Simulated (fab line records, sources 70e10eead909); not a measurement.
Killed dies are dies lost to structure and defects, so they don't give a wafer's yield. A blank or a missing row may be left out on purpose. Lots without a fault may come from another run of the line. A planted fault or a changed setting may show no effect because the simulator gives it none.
Chamber matching | flow nand_harc | NHARC_A_SLIT_DESCUM_14 on rie_diel-10: 4 sister chambers
The step chemistry O2, time 3 s. 16 wafers are shown with their chamber, then 8 later ones without.

WAFERS WITH THEIR CHAMBER
wafer  | chamber | showerhead_plenum_p_Torr (Torr) | drypump_motor_current_A (A) | throttle_valve_pct (%)
L173.1 | 3       | 1.85                            | 6.2                         | 11.322
L173.2 | 1       | 1.94                            | 5.3                         | 11.317
L173.3 | 2       | 2.06                            | 5.6                         | 11.323
L178.1 | 1       | 1.94                            | 5.2                         | 11.323
L178.4 | 0       | 1.83                            | 5.4                         | 11.308
L178.6 | 0       | 1.83                            | 5.4                         | 11.311
L176.3 | 3       | 1.84                            | 6.2                         | 11.317
L176.4 | 0       | 1.83                            | 5.4                         | 11.308
L176.6 | 0       | 1.83                            | 5.4                         | 11.315
L184.2 | 1       | 1.94                            | 5.2                         | 11.318
L184.4 | 3       | 1.84                            | 6.3                         | 11.318
L184.5 | 2       | 2.05                            | 5.6                         | 11.305
L182.3 | 2       | 2.05                            | 5.6                         | 11.298
L182.4 | 1       | 1.94                            | 5.2                         | 11.314
L182.5 | 2       | 2.05                            | 5.6                         | 11.316
L181.3 | 0       | 1.83                            | 5.4                         | 11.304

SIGNATURES (means of the wafers above)
reading                  | chamber 0 | chamber 1 | chamber 2 | chamber 3 | scatter within a chamber
showerhead_plenum_p_Torr | 1.8300    | 1.9400    | 2.0525    | 1.8433    | 0.00344
drypump_motor_current_A  | 5.400     | 5.225     | 5.600     | 6.233     | 0.0344
throttle_valve_pct       | 11.30920  | 11.31800  | 11.31050  | 11.31900  | 0.00643
Rule: a wafer's distance from a chamber is the root of the sum, over the readings, of the square of ((its reading less the chamber's mean) divided by the reading's scatter). The wafer belongs to the nearest chamber; if the next one is less than 2 further off, it can't be placed. The scatter: the root of (the sum of the squares of (reading less its chamber's mean) over the shown wafers, divided by (wafers less chambers)).

WAFERS WITHOUT THEIR CHAMBER
wafer  | showerhead_plenum_p_Torr (Torr) | drypump_motor_current_A (A) | throttle_valve_pct (%)
L181.5 | 1.83                            | 5.4                         | 11.303
L181.6 | 1.84                            | 6.3                         | 11.289
L189.2 | 1.94                            | 5.3                         | 11.312
L189.3 | 2.05                            | 5.6                         | 11.301
L189.6 | 1.94                            | 5.3                         | 11.293
L192.1 | 2.05                            | 5.6                         | 11.310
L192.2 | 1.83                            | 5.4                         | 11.309
L192.4 | 1.94                            | 5.2                         | 11.310

WHICH CHAMBER EACH WENT THROUGH
wafer  | from the rows above | in truth
L181.5 | 0                   | 0
L181.6 | 3                   | 3
L189.2 | 1                   | 1
L189.3 | 2                   | 2
L189.6 | 1                   | 1
L192.1 | 2                   | 2
L192.2 | 0                   | 0
L192.4 | 1                   | 1
Placed correctly: 8 of 8. Can't be placed from these rows: 0. Placed wrongly: 0.
